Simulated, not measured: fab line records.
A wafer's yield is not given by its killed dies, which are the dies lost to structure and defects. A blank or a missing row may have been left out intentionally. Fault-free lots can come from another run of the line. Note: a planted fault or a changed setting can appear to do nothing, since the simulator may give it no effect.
Which tool did it? | flow n5Finfet | 23 lots, 69 wafers sampled, at 6 steps of a route of 1938

== WHAT THE GAUGES READ, wafer by wafer ==
The record lacks any reading of a measuring or inspecting step that a usual standard deviation could be used to judge.

== WHICH TOOL RAN EACH LOT (tool, then ch and the chambers of the sampled wafers, then the start) ==
lot  | N5_BEOL_M3_ETCH_70                | N5_BEOL_M3_STRIP_97                          | N5_BEOL_M3_ALD_84                  | N5_BEOL_M3_SPUTTER_79       | N5_BEOL_M3_ANNEAL_89        | N5_BEOL_M3_CMP_52
L074 | rieDiel-04 ch 0,1, day 6 23:51    | rieDiel-04 ch 0,1, day 7 01:19 or earlier    | aldMetal-03 ch 1,3, day 7 01:19    | pvdSputter-02, day 7 02:32  | pvdSputter-02, day 7 03:16  | cmp-02 ch 0,1,2, day 7 04:55
L076 | rieDiel-02 ch 0,1, day 7 11:39    | rieDiel-02 ch 0,1, day 7 12:19 or earlier    | aldMetal-02 ch 0,1,2, day 7 12:19  | pvdSputter-02, day 7 12:59  | pvdSputter-02, day 7 13:43  | cmp-04 ch 0,2, day 7 15:01
L077 | rieDiel-04 ch 0,3, day 8 11:20    | rieDiel-04 ch 0,3, day 8 12:28 or earlier    | aldMetal-02 ch 0,2, day 8 12:28    | pvdSputter-03, day 8 14:17  | pvdSputter-03, day 8 15:02  | cmp-02 ch 0,1, day 8 16:19
L079 | rieDiel-02 ch 1,3, day 8 14:57    | rieDiel-02 ch 1,3, day 8 17:31 or earlier    | aldMetal-04 ch 0,3, day 8 17:31    | pvdSputter-01, day 8 18:20  | pvdSputter-01, day 8 19:04  | cmp-01 ch 1,2,3, day 8 20:28
L078 | rieDiel-02 ch 0,1,2, day 8 17:14  | rieDiel-02 ch 0,1,2, day 8 18:02 or earlier  | aldMetal-04 ch 0,3, day 8 18:02    | pvdSputter-03, day 8 18:47  | pvdSputter-03, day 8 19:31  | cmp-02 ch 1,2, day 8 20:56
L080 | rieDiel-01 ch 0,3, day 8 20:22    | rieDiel-01 ch 0,3, day 8 21:02 or earlier    | aldMetal-04 ch 0,1,3, day 8 21:02  | pvdSputter-02, day 8 21:56  | pvdSputter-02, day 8 22:41  | cmp-04 ch 0,3, day 8 23:59
L081 | rieDiel-04 ch 0,3, day 8 21:50    | rieDiel-04 ch 0,3, day 8 23:37 or earlier    | aldMetal-02 ch 1,2,3, day 8 23:37  | pvdSputter-03, day 9 00:26  | pvdSputter-03, day 9 01:11  | cmp-04 ch 1,2, day 9 02:31
L082 | rieDiel-04 ch 0,3, day 8 23:23    | rieDiel-04 ch 0,3, day 9 00:28 or earlier    | aldMetal-02 ch 0,1,3, day 9 00:28  | pvdSputter-01, day 9 01:13  | pvdSputter-01, day 9 01:58  | cmp-02 ch 1,2, day 9 03:15
L083 | rieDiel-01 ch 1,2,3, day 9 02:19  | rieDiel-01 ch 1,2,3, day 9 03:31 or earlier  | aldMetal-02 ch 0,2,3, day 9 03:31  | pvdSputter-03, day 9 04:19  | pvdSputter-03, day 9 05:04  | cmp-04 ch 1,2,3, day 9 06:21
L084 | rieDiel-01 ch 0,1,3, day 9 05:34  | rieDiel-01 ch 0,1,3, day 9 06:40 or earlier  | aldMetal-03 ch 0,1,3, day 9 06:40  | pvdSputter-02, day 9 07:34  | pvdSputter-02, day 9 08:18  | cmp-02 ch 0,1,2, day 9 10:03
L085 | rieDiel-02 ch 1,2,3, day 10 01:05 | rieDiel-02 ch 1,2,3, day 10 02:30 or earlier | aldMetal-02 ch 0,1,2, day 10 02:30 | pvdSputter-02, day 10 03:31 | pvdSputter-02, day 10 04:15 | cmp-02 ch 0,1,2, day 10 05:49
L086 | rieDiel-02 ch 1,2,3, day 10 12:13 | rieDiel-02 ch 1,2,3, day 10 13:12 or earlier | aldMetal-04 ch 0,1,3, day 10 13:12 | pvdSputter-01, day 10 14:17 | pvdSputter-01, day 10 15:01 | cmp-04 ch 0,1,3, day 10 16:26
L087 | rieDiel-02 ch 0,1,3, day 10 15:36 | rieDiel-02 ch 0,1,3, day 10 16:24 or earlier | aldMetal-02 ch 0,1,2, day 10 16:24 | pvdSputter-03, day 10 17:15 | pvdSputter-03, day 10 17:59 | cmp-02 ch 1,2,3, day 10 19:22
L088 | rieDiel-01 ch 0,2,3, day 10 15:40 | rieDiel-01 ch 0,2,3, day 10 16:29 or earlier | aldMetal-04 ch 0,3, day 10 16:29   | pvdSputter-01, day 10 17:16 | pvdSputter-01, day 10 18:00 | cmp-01 ch 2,3, day 10 19:17
L089 | rieDiel-04 ch 0,1, day 11 01:36   | rieDiel-04 ch 0,1, day 11 03:22 or earlier   | aldMetal-03 ch 1,2, day 11 03:22   | pvdSputter-02, day 11 04:04 | pvdSputter-02, day 11 04:49 | cmp-01 ch 0,1,2, day 11 06:11
L090 | rieDiel-04 ch 1,2,3, day 11 02:59 | rieDiel-04 ch 1,2,3, day 11 03:47 or earlier | aldMetal-03 ch 0,1,2, day 11 03:47 | pvdSputter-03, day 11 04:41 | pvdSputter-03, day 11 05:25 | cmp-02 ch 0,1,3, day 11 06:56
L091 | rieDiel-02 ch 2,3, day 11 03:09   | rieDiel-02 ch 2,3, day 11 03:56 or earlier   | aldMetal-02 ch 1,3, day 11 03:56   | pvdSputter-02, day 11 05:59 | pvdSputter-02, day 11 06:44 | cmp-04 ch 0,2,3, day 11 08:07
L092 | rieDiel-04 ch 0,1,3, day 11 13:52 | rieDiel-04 ch 0,1,3, day 11 15:01 or earlier | aldMetal-03 ch 0,1,2, day 11 15:01 | pvdSputter-02, day 11 15:53 | pvdSputter-02, day 11 16:37 | cmp-04 ch 0,2,3, day 11 17:56
L093 | rieDiel-01 ch 0,1,2, day 11 20:06 | rieDiel-01 ch 0,1,2, day 11 21:01 or earlier | aldMetal-02 ch 1,2, day 11 21:01   | pvdSputter-03, day 11 22:07 | pvdSputter-03, day 11 22:51 | cmp-02 ch 0,2,3, day 12 00:13
L094 | rieDiel-02 ch 0,3, day 12 05:20   | rieDiel-02 ch 0,3, day 12 06:12 or earlier   | aldMetal-04 ch 0,1,2, day 12 06:12 | pvdSputter-02, day 12 07:01 | pvdSputter-02, day 12 07:45 | cmp-04 ch 1,3, day 12 09:13
L095 | rieDiel-02 ch 0,3, day 12 13:21   | rieDiel-02 ch 0,3, day 12 14:20 or earlier   | aldMetal-03 ch 0,1,2, day 12 14:20 | pvdSputter-01, day 12 15:12 | pvdSputter-01, day 12 15:56 | cmp-02 ch 1,2, day 12 17:15
L096 | rieDiel-04 ch 0,2,3, day 12 18:22 | rieDiel-04 ch 0,2,3, day 12 19:32 or earlier | aldMetal-03 ch 0,1,2, day 12 19:32 | pvdSputter-01, day 12 20:27 | pvdSputter-01, day 12 21:11 | cmp-01 ch 0,1, day 12 22:46
L097 | rieDiel-04 ch 1,2,3, day 12 22:31 | rieDiel-04 ch 1,2,3, day 12 23:13 or earlier | aldMetal-04 ch 1,2,3, day 12 23:13 | pvdSputter-03, day 13 00:14 | pvdSputter-03, day 13 00:58 | cmp-02 ch 1,2, day 13 02:17
- N5_BEOL_M3_ETCH_70: etches SOC in N2/H2, target depth 80 nm, overetch 16 nm, time 120 s.
- N5_BEOL_M3_STRIP_97: strips in N2/H2, time 10 s.
- N5_BEOL_M3_ALD_84: deposits TaN, pulse time 2 s, purge time 3 s, co reactant purge time 2 s.
- N5_BEOL_M3_SPUTTER_79: material Cu, target thk 4.5 nm, time 8.29 s.
- N5_BEOL_M3_ANNEAL_89: time 240 s.
- N5_BEOL_M3_CMP_52: polishes, stops on SiOC, t overpolish 6.8 s, target thk 40 nm.

== AS READ BY THE TOOLS THEMSELVES (means over the sampled wafers that have a number; for cases with no such wafer, the mark the record gives instead) ==
N5_BEOL_M3_ETCH_70.
lot  | tool       | drypumpMotorCurrentA (A) | oesProductAu (a.u.) | rfFwdPowerW (W) | rfVppV (V) | showerheadPlenumPTorr (Torr) | throttleValvePct (%)
L074 | rieDiel-04 | 5.3                      | 0.67                | 836             | 523.5      | 2.54                         | 17.64
L076 | rieDiel-02 | 6.2                      | 0.54                | 835             | 526.0      | 2.62                         | 17.79
L077 | rieDiel-04 | 5.7                      | 0.60                | 833             | 519.9      | 2.43                         | 17.91
L079 | rieDiel-02 | 5.1                      | 0.64                | 837             | 523.9      | 2.53                         | 17.85
L078 | rieDiel-02 | 5.7                      | 0.54                | 833             | 525.1      | 2.59                         | 17.79
L080 | rieDiel-01 | 5.5                      | 0.60                | 836             | 527.3      | 2.66                         | 17.73
L081 | rieDiel-04 | 5.6                      | 0.65                | 836             | 521.4      | 2.46                         | 17.73
L082 | rieDiel-04 | 5.6                      | 0.66                | 830             | 521.6      | 2.46                         | 17.73
L083 | rieDiel-01 | 5.7                      | 0.61                | 833             | 524.2      | 2.55                         | 17.62
L084 | rieDiel-01 | 5.7                      | 0.63                | 835             | 525.2      | 2.59                         | 17.52
L085 | rieDiel-02 | 5.2                      | 0.58                | 833             | 523.5      | 2.54                         | 17.84
L086 | rieDiel-02 | 5.2                      | 0.59                | 838             | 523.4      | 2.54                         | 17.85
L087 | rieDiel-02 | 5.7                      | 0.64                | 836             | 523.8      | 2.57                         | 17.69
L088 | rieDiel-01 | 5.5                      | 0.57                | 835             | 524.8      | 2.61                         | 17.87
L089 | rieDiel-04 | 5.3                      | 0.70                | 836             | 523.4      | 2.52                         | 17.55
L090 | rieDiel-04 | 5.3                      | 0.64                | 838             | 525.2      | 2.57                         | 17.78
L091 | rieDiel-02 | 5.0                      | 0.60                | 838             | 521.9      | 2.50                         | 17.91
L092 | rieDiel-04 | 5.5                      | 0.64                | 833             | 522.8      | 2.49                         | 17.73
L093 | rieDiel-01 | 5.6                      | 0.62                | 836             | 524.7      | 2.56                         | 17.71
L094 | rieDiel-02 | 5.5                      | 0.66                | 835             | 522.9      | 2.51                         | 17.75
L095 | rieDiel-02 | 6.0                      | 0.66                | 833             | 523.8      | 2.56                         | 17.55
L096 | rieDiel-04 | 5.3                      | 0.61                | 835             | 524.3      | 2.52                         | 17.82
L097 | rieDiel-04 | 5.3                      | 0.62                | 834             | 523.6      | 2.56                         | 17.80

N5_BEOL_M3_STRIP_97.
lot  | tool       | drypumpMotorCurrentA (A) | oesProductAu (a.u.) | rfVppV (V) | showerheadPlenumPTorr (Torr) | throttleValvePct (%)
L074 | rieDiel-04 | 5.3                      | 0.89                | 58.6       | 2.53                         | 23.51
L076 | rieDiel-02 | 6.2                      | 0.71                | 59.6       | 2.61                         | 23.62
L077 | rieDiel-04 | 5.7                      | 0.78                | 58.9       | 2.43                         | 23.64
L079 | rieDiel-02 | 5.1                      | 0.83                | 58.3       | 2.53                         | 23.72
L078 | rieDiel-02 | 5.8                      | 0.72                | 59.5       | 2.59                         | 23.59
L080 | rieDiel-01 | 5.4                      | 0.78                | 59.6       | 2.66                         | 23.50
L081 | rieDiel-04 | 5.6                      | 0.85                | 58.9       | 2.45                         | 23.53
L082 | rieDiel-04 | 5.6                      | 0.85                | 59.3       | 2.45                         | 23.53
L083 | rieDiel-01 | 5.7                      | 0.80                | 59.0       | 2.54                         | 23.34
L084 | rieDiel-01 | 5.7                      | 0.83                | 59.7       | 2.59                         | 23.23
L085 | rieDiel-02 | 5.2                      | 0.77                | 59.3       | 2.54                         | 23.68
L086 | rieDiel-02 | 5.2                      | 0.77                | 59.3       | 2.53                         | 23.67
L087 | rieDiel-02 | 5.7                      | 0.85                | 59.6       | 2.56                         | 23.52
L088 | rieDiel-01 | 5.5                      | 0.73                | 58.8       | 2.61                         | 23.64
L089 | rieDiel-04 | 5.3                      | 0.92                | 59.9       | 2.52                         | 23.42
L090 | rieDiel-04 | 5.2                      | 0.84                | 59.5       | 2.57                         | 23.61
L091 | rieDiel-02 | 5.0                      | 0.79                | 59.3       | 2.49                         | 23.82
L092 | rieDiel-04 | 5.5                      | 0.85                | 59.8       | 2.49                         | 23.54
L093 | rieDiel-01 | 5.6                      | 0.80                | 59.3       | 2.56                         | 23.45
L094 | rieDiel-02 | 5.5                      | 0.86                | 59.0       | 2.51                         | 23.68
L095 | rieDiel-02 | 6.0                      | 0.88                | 59.0       | 2.56                         | 23.49
L096 | rieDiel-04 | 5.4                      | 0.80                | 58.6       | 2.52                         | 23.62
L097 | rieDiel-04 | 5.2                      | 0.82                | 58.3       | 2.56                         | 23.63

N5_BEOL_M3_ALD_84.
lot  | tool        | heaterPowerOuterW (W) | heaterPowerW (W) | mfcCarrierSccm (sccm) | precursorVesselTempC (C)
L074 | aldMetal-03 | 234                   | 420              | 1499                  | 75.07
L076 | aldMetal-02 | 217                   | 403              | 1501                  | 74.93
L077 | aldMetal-02 | 217                   | 394              | 1494                  | 75.11
L079 | aldMetal-04 | 218                   | 394              | 1498                  | 75.07
L078 | aldMetal-04 | 212                   | 392              | 1498                  | 75.03
L080 | aldMetal-04 | 218                   | 405              | 1504                  | 75.05
L081 | aldMetal-02 | 202                   | 382              | 1501                  | 75.01
L082 | aldMetal-02 | 203                   | 383              | 1502                  | 75.22
L083 | aldMetal-02 | 205                   | 385              | 1499                  | 74.88
L084 | aldMetal-03 | 243                   | 431              | 1499                  | 75.08
L085 | aldMetal-02 | 213                   | 397              | 1502                  | 75.06
L086 | aldMetal-04 | 217                   | 401              | 1500                  | 75.11
L087 | aldMetal-02 | 215                   | 403              | 1505                  | 74.96
L088 | aldMetal-04 | 214                   | 395              | 1497                  | 75.00
L089 | aldMetal-03 | 250                   | 441              | 1502                  | 75.04
L090 | aldMetal-03 | 258                   | 448              | 1500                  | 75.06
L091 | aldMetal-02 | 195                   | 385              | 1502                  | 74.94
L092 | aldMetal-03 | 258                   | 447              | 1503                  | 75.02
L093 | aldMetal-02 | 211                   | 399              | 1498                  | 74.94
L094 | aldMetal-04 | 215                   | 396              | 1498                  | 74.96
L095 | aldMetal-03 | 261                   | 448              | 1502                  | 75.04
L096 | aldMetal-03 | 257                   | 445              | 1501                  | 74.90
L097 | aldMetal-04 | 214                   | 388              | 1498                  | 75.02

N5_BEOL_M3_SPUTTER_79.
lot  | tool          | throttleValvePct (%)
L074 | pvdSputter-02 | 30.9
L076 | pvdSputter-02 | 30.4
L077 | pvdSputter-03 | 29.8
L079 | pvdSputter-01 | 30.5
L078 | pvdSputter-03 | 30.0
L080 | pvdSputter-02 | 30.1
L081 | pvdSputter-03 | 29.2
L082 | pvdSputter-01 | 31.3
L083 | pvdSputter-03 | 29.3
L084 | pvdSputter-02 | 30.5
L085 | pvdSputter-02 | 30.0
L086 | pvdSputter-01 | 31.3
L087 | pvdSputter-03 | 30.5
L088 | pvdSputter-01 | 30.0
L089 | pvdSputter-02 | 31.1
L090 | pvdSputter-03 | 30.1
L091 | pvdSputter-02 | 30.7
L092 | pvdSputter-02 | 30.3
L093 | pvdSputter-03 | 30.2
L094 | pvdSputter-02 | 29.3
L095 | pvdSputter-01 | 30.0
L096 | pvdSputter-01 | 30.3
L097 | pvdSputter-03 | 30.6

N5_BEOL_M3_ANNEAL_89.
lot  | tool          | heaterPowerW (W)
L074 | pvdSputter-02 | 816
L076 | pvdSputter-02 | 948
L077 | pvdSputter-03 | 906
L079 | pvdSputter-01 | 1000
L078 | pvdSputter-03 | 802
L080 | pvdSputter-02 | 988
L081 | pvdSputter-03 | 812
L082 | pvdSputter-01 | 1043
L083 | pvdSputter-03 | 815
L084 | pvdSputter-02 | 853
L085 | pvdSputter-02 | 988
L086 | pvdSputter-01 | 965
L087 | pvdSputter-03 | 870
L088 | pvdSputter-01 | 868
L089 | pvdSputter-02 | 911
L090 | pvdSputter-03 | 813
L091 | pvdSputter-02 | 998
L092 | pvdSputter-02 | 942
L093 | pvdSputter-03 | 800
L094 | pvdSputter-02 | 1061
L095 | pvdSputter-01 | 946
L096 | pvdSputter-01 | 945
L097 | pvdSputter-03 | 894

N5_BEOL_M3_CMP_52.
lot  | tool   | barrierFieldEndpointS (s) | clearingPlatenRpm (rpm) | edgeZonePressureFrac | motorCurrentA (A) | overpolishRunS (s) | retainingRingPressureFrac | timeToEndpointS (s)
L074 | cmp-02 | 24.2                      | 50.004                  | 1.000                | 6.1               | 6.792              | 1.000                     | 63
L076 | cmp-04 | 25.0                      | 49.978                  | 0.997                | 6.0               | 6.803              | 0.996                     | 65
L077 | cmp-02 | 24.6                      | 49.968                  | 1.005                | 6.5               | 6.805              | 1.000                     | 63
L079 | cmp-01 | 23.9                      | 49.980                  | 0.998                | 6.2               | 6.802              | 1.003                     | 58
L078 | cmp-02 | 25.3                      | 50.000                  | 1.000                | 6.1               | 6.801              | 1.000                     | 68
L080 | cmp-04 | 24.2                      | 50.022                  | 1.000                | 6.3               | 6.798              | 1.003                     | 57
L081 | cmp-04 | 24.7                      | 49.988                  | 1.003                | 5.5               | 6.795              | 1.004                     | 61
L082 | cmp-02 | 25.0                      | 50.013                  | 0.999                | 6.3               | 6.796              | 1.002                     | 64
L083 | cmp-04 | 24.7                      | 50.020                  | 1.000                | 6.1               | 6.808              | 1.000                     | 60
L084 | cmp-02 | 24.6                      | 50.017                  | 0.999                | 5.9               | 6.798              | 1.001                     | 62
L085 | cmp-02 | 25.1                      | 49.999                  | 0.999                | 6.3               | 6.810              | 0.999                     | 65
L086 | cmp-04 | 25.2                      | 49.992                  | 1.003                | 6.3               | 6.794              | 1.000                     | 63
L087 | cmp-02 | 25.0                      | 50.019                  | 0.999                | 5.6               | 6.798              | 1.000                     | 64
L088 | cmp-01 | 24.3                      | 50.023                  | 1.002                | 6.6               | 6.795              | 1.006                     | 60
L089 | cmp-01 | 24.4                      | 50.002                  | 1.005                | 5.8               | 6.798              | 0.997                     | 61
L090 | cmp-02 | 24.8                      | 50.037                  | 1.000                | 6.2               | 6.800              | 1.002                     | 60
L091 | cmp-04 | 24.8                      | 49.980                  | 1.002                | 6.2               | 6.796              | 0.999                     | 68
L092 | cmp-04 | 25.1                      | 49.984                  | 1.002                | 6.5               | 6.800              | 0.998                     | 67
L093 | cmp-02 | 24.4                      | 50.032                  | 1.006                | 5.9               | 6.809              | 1.000                     | 59
L094 | cmp-04 | 24.9                      | 50.009                  | 1.002                | 6.8               | 6.798              | 1.004                     | 65
L095 | cmp-02 | 24.9                      | 49.994                  | 1.000                | 5.8               | 6.810              | 0.999                     | 62
L096 | cmp-01 | 24.9                      | 50.006                  | 1.001                | 5.9               | 6.801              | 0.999                     | 62
L097 | cmp-02 | 24.8                      | 49.993                  | 0.998                | 6.2               | 6.793              | 0.999                     | 65

== THE ANSWER, worked out from the rows above alone ==
Rule: the usual values come from the lots themselves. Put in order of their means at a reading, lots are off if they are a third of the lots or fewer, leave a main group of 4 or more, and stand apart from it by a gap of 3 or more times the standard deviation of the main group's means; of several such gaps the widest counts. A main group is skipped when, at the precision printed for the reading in the tables above, its means are all equal. A lot without any number at a reading at which 4 lots or more have one is off too. Where the step has rows for the other lots, those lots are counted as sound. Order of review: gauges by route order, followed by the tools' own readings, for which a lot's mean as printed above is used. At the first step where some lot is off, the reading lying furthest off is the one used; lots without a number count as furthest.
Across all readings shown, no lot is off: no conclusion can be drawn from this.

== WHAT HAD BEEN PUT IN BY THE SIMULATOR ==
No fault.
